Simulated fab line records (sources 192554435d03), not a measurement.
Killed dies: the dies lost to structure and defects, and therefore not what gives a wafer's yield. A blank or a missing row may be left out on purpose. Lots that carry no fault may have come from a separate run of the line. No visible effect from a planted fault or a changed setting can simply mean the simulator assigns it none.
Check of tool commonality -- flow n5_finfet -- Sample size 9 lots and 27 wafers

== WHY THIS WAS OPENED ==
On 2 of the 9 lots, a flag is raised at N5_BEOL_M0_CUTY_INSPECT_59 on the reading raw_defect_count. Wafers without a fault read 2.1, standard deviation 1.3.
Rule: a lot gets a flag if all its wafers with a number sit over 4 standard deviations from that mean, or if no wafer of it has a number. All remaining lots are regarded as sound.

lot,measured,on,"raw_defect_count, wafer by wafer",flag
L662,day 5 20:47,defect_inspect-02,5 3 3,
L666,day 6 18:22,defect_inspect-01,3 1 2,
L667,day 7 05:18,defect_inspect-01,2 3 1,
L670,day 7 20:01,defect_inspect-01,2 1 2,
L675,day 9 03:28,defect_inspect-01,290 295 264,FLAGGED
L679,day 10 02:09,defect_inspect-01,277 260 275,FLAGGED
L681,day 10 11:57,defect_inspect-01,1 1 4,
L682,day 10 19:55,defect_inspect-01,3 1 2,
L685,day 11 14:26,defect_inspect-02,2 3 2,
On average the flagged lots read 276.8, which is +274.7 against the usual, or +99 or more standard deviations.

== WHICH TOOL EACH LOT WENT THROUGH ==
Before the reading, the record contains 2 process steps out of a 1938-step route. In each cell: the tool, then ch and the chambers that the sampled wafers went through, then the start.
lot,flag,N5_BEOL_M0_SAQP_RECESS_109,N5_BEOL_M0_SAQP_STRIP_75
L662,,"vapor_etch-01 ch 0,1, day 5 17:53","rie_diel-03 ch 1,3, day 5 20:20"
L666,,"vapor_etch-01 ch 0,1, day 6 15:29","rie_diel-03 ch 2,3, day 6 18:02"
L667,,"vapor_etch-02 ch 0,1, day 6 22:02","rie_diel-03 ch 1,2,3, day 7 04:59"
L670,,"vapor_etch-02 ch 1, day 7 17:14","rie_diel-03 ch 1,3, day 7 19:34"
L675,FLAGGED,"vapor_etch-01 ch 0,1, day 9 00:49","rie_diel-03 ch 2,3, day 9 03:09"
L679,FLAGGED,"vapor_etch-01 ch 1, day 9 22:31","rie_diel-03 ch 0,1,2, day 10 01:43"
L681,,"vapor_etch-01 ch 0,1, day 10 09:05","rie_diel-06 ch 0,1,2, day 10 11:38"
L682,,"vapor_etch-02 ch 0,1, day 10 16:08","rie_diel-06 ch 1,2,3, day 10 19:35"
L685,,"vapor_etch-02 ch 0,1, day 11 11:31","rie_diel-06 ch 0,1,3, day 11 13:59"
What the steps here do:
- N5_BEOL_M0_SAQP_RECESS_109: chemistry HF/NH3, target SiO2, target depth 3 nm, afs cycles 1, sublimation time 60 s.
- N5_BEOL_M0_SAQP_STRIP_75: strips in CF4.
- N5_BEOL_M0_CUTY_INSPECT_59: inspects for defects (macro).

== FLAGGED AGAINST TOTAL, ONE TOOL AT A TIME (gauges that did the reading follow at the end) ==
step,tool,lots run,flagged,share of the flagged lots,sound lots run after its first flagged lot
N5_BEOL_M0_SAQP_RECESS_109,vapor_etch-01,5,2,all,1 (L681)
N5_BEOL_M0_SAQP_RECESS_109,vapor_etch-02,4,0,none,-
N5_BEOL_M0_SAQP_STRIP_75,rie_diel-03,6,2,all,0
N5_BEOL_M0_SAQP_STRIP_75,rie_diel-06,3,0,none,-
N5_BEOL_M0_CUTY_INSPECT_59,defect_inspect-01,7,2,all,"2 (L681,L682)"
N5_BEOL_M0_CUTY_INSPECT_59,defect_inspect-02,2,0,none,-

== WHAT THE TABLE PERMITS ==
Every flagged lot was run by 3 rows of the table: vapor_etch-01 at N5_BEOL_M0_SAQP_RECESS_109, rie_diel-03 at N5_BEOL_M0_SAQP_STRIP_75 and defect_inspect-01 at N5_BEOL_M0_CUTY_INSPECT_59.
- vapor_etch-01 at N5_BEOL_M0_SAQP_RECESS_109: 2 of its 5 lots flagged. Lots that were sound ran on it after the first flagged one (L681); a persistent fault on the entire tool would not allow that.
- rie_diel-03 at N5_BEOL_M0_SAQP_STRIP_75: 2 of its 6 lots flagged. Its last sound lot is L670 (day 7 19:34), its first flagged lot L675 (day 9 03:09): a fault that began between those two fits.
- defect_inspect-01 at N5_BEOL_M0_CUTY_INSPECT_59: 2 of its 7 lots flagged. Lots that were sound ran on it after the first flagged one (L681, L682); a persistent fault on the entire tool would not allow that.
One tool is left: rie_diel-03 at N5_BEOL_M0_SAQP_STRIP_75.

== WHAT THE SIMULATOR HAD INSERTED ==
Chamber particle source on rie_diel-03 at N5_BEOL_M0_SAQP_STRIP_75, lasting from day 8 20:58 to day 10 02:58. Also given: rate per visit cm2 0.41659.
Lots struck among those shown: L675, L679. The same result came from the rule above.
